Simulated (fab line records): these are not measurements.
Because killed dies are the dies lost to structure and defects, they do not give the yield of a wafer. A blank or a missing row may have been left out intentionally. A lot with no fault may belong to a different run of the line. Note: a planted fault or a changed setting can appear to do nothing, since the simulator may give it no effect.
A sampling plan put to the test + flow nand_harc + one fab line, 17 faults that these records tell of, each judged on the records of the lots that it struck; 1 more is left out, because the records don't allow judging it
The plan consists of the line's own looks: route steps at which the wafer is read by a gauge or an inspection but not changed. A look can be judged if struck wafers have a number there and the file gives its usual mean and standard deviation on fault-free wafers. Caught: 4 or more of those standard deviations (sigma) separate the usual mean from the mean of the struck wafers at a look after the fault's first step. On the tool: here the same test is run on the tool's own readings at the fault's steps. Also counted as caught: the struck wafers showing another recipe, or a record that is empty for them alone.

## THE FAULTS, as the simulator had put them in
1. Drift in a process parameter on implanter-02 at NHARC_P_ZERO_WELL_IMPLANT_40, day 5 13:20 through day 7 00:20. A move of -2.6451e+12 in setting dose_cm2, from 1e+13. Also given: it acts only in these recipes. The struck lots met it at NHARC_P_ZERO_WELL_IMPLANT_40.
2. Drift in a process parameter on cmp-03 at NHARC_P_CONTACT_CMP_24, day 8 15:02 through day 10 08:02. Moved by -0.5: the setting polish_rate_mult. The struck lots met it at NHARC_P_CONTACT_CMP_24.
3. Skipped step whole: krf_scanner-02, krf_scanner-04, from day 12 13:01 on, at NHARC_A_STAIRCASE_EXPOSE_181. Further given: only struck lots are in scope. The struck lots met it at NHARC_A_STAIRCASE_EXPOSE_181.
4. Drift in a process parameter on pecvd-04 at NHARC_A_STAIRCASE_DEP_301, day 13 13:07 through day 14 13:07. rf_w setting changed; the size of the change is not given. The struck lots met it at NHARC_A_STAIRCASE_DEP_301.
5. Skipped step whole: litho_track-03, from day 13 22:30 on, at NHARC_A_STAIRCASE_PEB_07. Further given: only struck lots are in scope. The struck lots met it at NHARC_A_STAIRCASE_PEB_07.
6. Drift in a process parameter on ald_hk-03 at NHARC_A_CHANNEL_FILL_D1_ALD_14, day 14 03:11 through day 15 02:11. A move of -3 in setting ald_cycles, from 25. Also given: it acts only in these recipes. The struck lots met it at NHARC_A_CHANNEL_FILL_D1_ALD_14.
7. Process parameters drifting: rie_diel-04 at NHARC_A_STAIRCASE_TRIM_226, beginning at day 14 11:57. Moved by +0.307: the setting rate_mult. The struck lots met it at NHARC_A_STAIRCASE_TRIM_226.
8. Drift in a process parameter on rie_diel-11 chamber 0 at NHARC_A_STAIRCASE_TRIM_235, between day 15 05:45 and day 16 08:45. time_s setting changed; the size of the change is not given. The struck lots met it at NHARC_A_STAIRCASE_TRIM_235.
9. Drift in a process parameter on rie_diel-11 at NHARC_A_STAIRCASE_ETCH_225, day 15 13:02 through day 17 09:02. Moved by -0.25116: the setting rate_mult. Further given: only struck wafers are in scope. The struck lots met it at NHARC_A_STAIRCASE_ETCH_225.
10. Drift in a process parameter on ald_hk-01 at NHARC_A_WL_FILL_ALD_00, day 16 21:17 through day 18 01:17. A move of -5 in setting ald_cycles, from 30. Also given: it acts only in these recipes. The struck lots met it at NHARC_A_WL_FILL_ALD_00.
11. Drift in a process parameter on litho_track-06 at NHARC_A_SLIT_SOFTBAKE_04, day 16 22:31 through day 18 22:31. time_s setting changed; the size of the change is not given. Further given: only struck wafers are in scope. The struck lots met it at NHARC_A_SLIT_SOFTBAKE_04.
12. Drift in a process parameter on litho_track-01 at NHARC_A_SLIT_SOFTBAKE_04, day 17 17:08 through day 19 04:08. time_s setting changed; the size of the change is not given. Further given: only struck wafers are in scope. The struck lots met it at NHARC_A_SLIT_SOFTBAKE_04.
13. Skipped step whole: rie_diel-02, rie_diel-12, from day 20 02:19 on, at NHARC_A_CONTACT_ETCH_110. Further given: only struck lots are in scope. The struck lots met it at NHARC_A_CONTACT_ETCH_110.
14. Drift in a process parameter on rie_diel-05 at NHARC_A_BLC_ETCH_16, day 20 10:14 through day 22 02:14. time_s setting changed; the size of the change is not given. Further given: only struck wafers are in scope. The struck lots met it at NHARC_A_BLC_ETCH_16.
15. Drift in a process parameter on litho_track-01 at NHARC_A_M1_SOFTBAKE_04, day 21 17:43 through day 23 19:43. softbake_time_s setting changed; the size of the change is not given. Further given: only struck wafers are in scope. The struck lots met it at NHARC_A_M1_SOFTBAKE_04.
16. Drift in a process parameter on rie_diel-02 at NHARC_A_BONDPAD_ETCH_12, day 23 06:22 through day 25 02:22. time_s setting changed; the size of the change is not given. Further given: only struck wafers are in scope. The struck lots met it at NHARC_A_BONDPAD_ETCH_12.
17. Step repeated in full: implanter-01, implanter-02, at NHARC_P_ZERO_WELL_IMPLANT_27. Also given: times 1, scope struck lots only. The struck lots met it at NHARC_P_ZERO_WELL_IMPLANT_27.

## WHAT THE PLAN SAW
| fault | on the tool itself                               | first look that catches it                      | reading, sigma | median hours from its first step to that look | hours from the fault's start to the first struck lot there | judged looks passed uncaught |
|-------|--------------------------------------------------|-------------------------------------------------|----------------|-----------------------------------------------|------------------------------------------------------------|------------------------------|
| 1     | dose_ions_cm2 -99 or beyond sigma                | none of the 2 looks that can be judged after it | -              | -                                             | -                                                          | 2                            |
| 2     | overpolish_run_s -99 or beyond sigma             | not the one look that can be judged after it    | -              | -                                             | -                                                          | 1                            |
| 3     | no reading that can be judged                    | no look after it can be judged                  | -              | -                                             | -                                                          | 0                            |
| 4     | rf_fwd_power_W +99 or beyond sigma               | no look after it can be judged                  | -              | -                                             | -                                                          | 0                            |
| 5     | the tool's record is blank for the struck wafers | no look after it can be judged                  | -              | -                                             | -                                                          | 0                            |
| 6     | under 2 sigma                                    | not the one look that can be judged after it    | -              | -                                             | -                                                          | 1                            |
| 7     | oes_product_au +24 sigma                         | not the one look that can be judged after it    | -              | -                                             | -                                                          | 1                            |
| 8     | run_length_s +99 or beyond sigma                 | no look after it can be judged                  | -              | -                                             | -                                                          | 0                            |
| 9     | oes_product_au -14 sigma                         | no look after it can be judged                  | -              | -                                             | -                                                          | 0                            |
| 10    | under 2 sigma                                    | not the one look that can be judged after it    | -              | -                                             | -                                                          | 1                            |
| 11    | heater_power_total_W +69 sigma                   | no look after it can be judged                  | -              | -                                             | -                                                          | 0                            |
| 12    | heater_power_total_W +30 sigma                   | no look after it can be judged                  | -              | -                                             | -                                                          | 0                            |
| 13    | the tool's record is blank for the struck wafers | not the one look that can be judged after it    | -              | -                                             | -                                                          | 1                            |
| 14    | run_length_s -39 sigma                           | not the one look that can be judged after it    | -              | -                                             | -                                                          | 1                            |
| 15    | heater_power_total_W +99 or beyond sigma         | not the one look that can be judged after it    | -              | -                                             | -                                                          | 1                            |
| 16    | run_length_s -10 sigma                           | not the one look that can be judged after it    | -              | -                                             | -                                                          | 1                            |
| 17    | under 2 sigma                                    | no look after it can be judged                  | -              | -                                             | -                                                          | 0                            |
Dash: fault not caught, or number not given in these records.

Caught at a look: 0 of 17. Caught on the tool: 13 of 17. By one or the other: 13 of 17.
Caught on the tool alone: faults 1, 2, 4, 5, 7, 8, 9, 11, 12, 13, 14, 15, 16.
Caught by neither: faults 3, 6, 10, 17.
